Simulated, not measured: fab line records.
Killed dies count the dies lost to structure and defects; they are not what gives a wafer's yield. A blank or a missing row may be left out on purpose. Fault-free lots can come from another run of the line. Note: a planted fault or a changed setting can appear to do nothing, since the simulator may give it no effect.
Matching of chambers | flow n5Finfet | 4 sister chambers for N5_BEOL_M0_STRIP_104 on rieDiel-06
The step strips in N2/H2. 4 wafers are shown with their chamber, then 7 later ones without.

== WAFERS PAIRED WITH THEIR CHAMBERS ==
wafer  | chamber | showerheadPlenumPTorr (Torr)
L083.2 | 0       | 2.41
L083.6 | 1       | 2.39
L092.2 | 3       | 2.54
L092.3 | 2       | 2.57

== WAFERS WITHOUT THEIR CHAMBER ==
wafer  | showerheadPlenumPTorr (Torr)
L092.4 | 2.71
L096.1 | 2.53
L096.4 | 2.70
L096.6 | 2.53
L097.4 | 2.70
L097.5 | 2.53
L097.6 | 2.40

== THE CHAMBER EACH PASSED THROUGH ==
wafer  | from the rows above               | in truth
L092.4 | can't be placed: 2 or 3 or 0      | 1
L096.1 | can't be placed: 3 or 2 or 0 or 1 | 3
L096.4 | can't be placed: 2 or 3 or 0      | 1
L096.6 | can't be placed: 3 or 2 or 0 or 1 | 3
L097.4 | can't be placed: 2 or 3 or 0      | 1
L097.5 | can't be placed: 3 or 2 or 0 or 1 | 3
L097.6 | can't be placed: 1 or 0 or 3 or 2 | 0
Placed correctly: 0 of 7. These rows do not allow placing 7 (true chamber among the candidates in 4). Number placed wrongly: 0.
How it was worked out, from the rows above alone: a wafer's distance from a chamber is the root of the sum, over the readings, of the square of ((its reading less the chamber's mean) divided by the reading's scatter). The wafer belongs to the nearest chamber; if the next one is less than 2 further off, it can't be placed. A chamber's mean is the mean of its shown wafers. The scatter: with one shown wafer a chamber, the root of the mean of the squares of how far each hidden wafer lies from its nearest shown one.
